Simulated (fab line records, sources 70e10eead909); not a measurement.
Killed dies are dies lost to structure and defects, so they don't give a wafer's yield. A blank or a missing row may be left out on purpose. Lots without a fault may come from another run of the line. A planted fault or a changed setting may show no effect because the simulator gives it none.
Which tool did it? | flow nand_harc | 11 lots, 33 wafers sampled, at 2 steps of a route of 1302

WHAT THE GAUGES READ, wafer by wafer
NHARC_A_CONTACT_CD_MEAS_15.
lot  | measured     | on        | cd_nm (nm)
L799 | day 22 23:23 | cd_sem-01 | 189.8 189.4 190.0
L800 | day 23 05:48 | cd_sem-03 | 189.6 190.7 190.4
L803 | day 24 03:46 | cd_sem-03 | 188.7 188.1 188.4
L806 | day 26 07:34 | cd_sem-03 | 189.9 189.0 189.6
L811 | day 28 03:26 | cd_sem-02 | 190.6 190.2 189.6
L812 | day 28 16:05 | cd_sem-02 | 189.9 190.0 189.2
L814 | day 28 18:47 | cd_sem-02 | 188.9 188.8 190.1
L815 | day 29 22:02 | cd_sem-02 | 190.0 189.2 188.6
L818 | day 30 13:33 | cd_sem-01 | 189.4 190.0 189.9
L819 | day 31 11:48 | cd_sem-03 | 190.9 190.2 190.2
L820 | day 31 18:37 | cd_sem-03 | 190.0 189.7 189.3

WHICH TOOL RAN EACH LOT (tool, then ch and the chambers of the sampled wafers, then the start)
lot  | NHARC_A_CONTACT_ETCH_92
L799 | rie_diel-04 ch 0,3, day 22 23:08
L800 | rie_diel-13 ch 0,2, day 23 05:35
L803 | rie_diel-13 ch 0,1,3, day 24 03:34
L806 | rie_diel-13 ch 0,1,3, day 26 07:20
L811 | rie_diel-04 ch 1,2,3, day 28 03:15
L812 | rie_diel-04 ch 1,2, day 28 15:25
L814 | rie_diel-13 ch 1,2,3, day 28 18:35
L815 | rie_diel-04 ch 1,2,3, day 29 21:50
L818 | rie_diel-11 ch 0,1,3, day 30 13:21
L819 | rie_diel-13 ch 0,1,2, day 31 11:37
L820 | rie_diel-04 ch 0,1,2, day 31 18:25
- NHARC_A_CONTACT_ETCH_92: etches the open film in CH3F/O2, target depth 40 nm, time 85.7 s.

THE ANSWER, worked out from the rows above alone
Rule: what is usual is taken from the lots themselves. Put in order of their means at a reading, lots are off if they are a third of the lots or fewer, leave a main group of 4 or more, and stand apart from it by a gap of 3 or more times the standard deviation of the main group's means; of several such gaps the widest counts. A main group whose means are all the same, to the digits that the tables above print for the reading, isn't used. A lot without any number at a reading at which 4 lots or more have one is off too. The other lots that the step has rows for count as sound.
No lot is off at any reading shown: from this, nothing can be told.

WHAT THE SIMULATOR HAD PUT IN
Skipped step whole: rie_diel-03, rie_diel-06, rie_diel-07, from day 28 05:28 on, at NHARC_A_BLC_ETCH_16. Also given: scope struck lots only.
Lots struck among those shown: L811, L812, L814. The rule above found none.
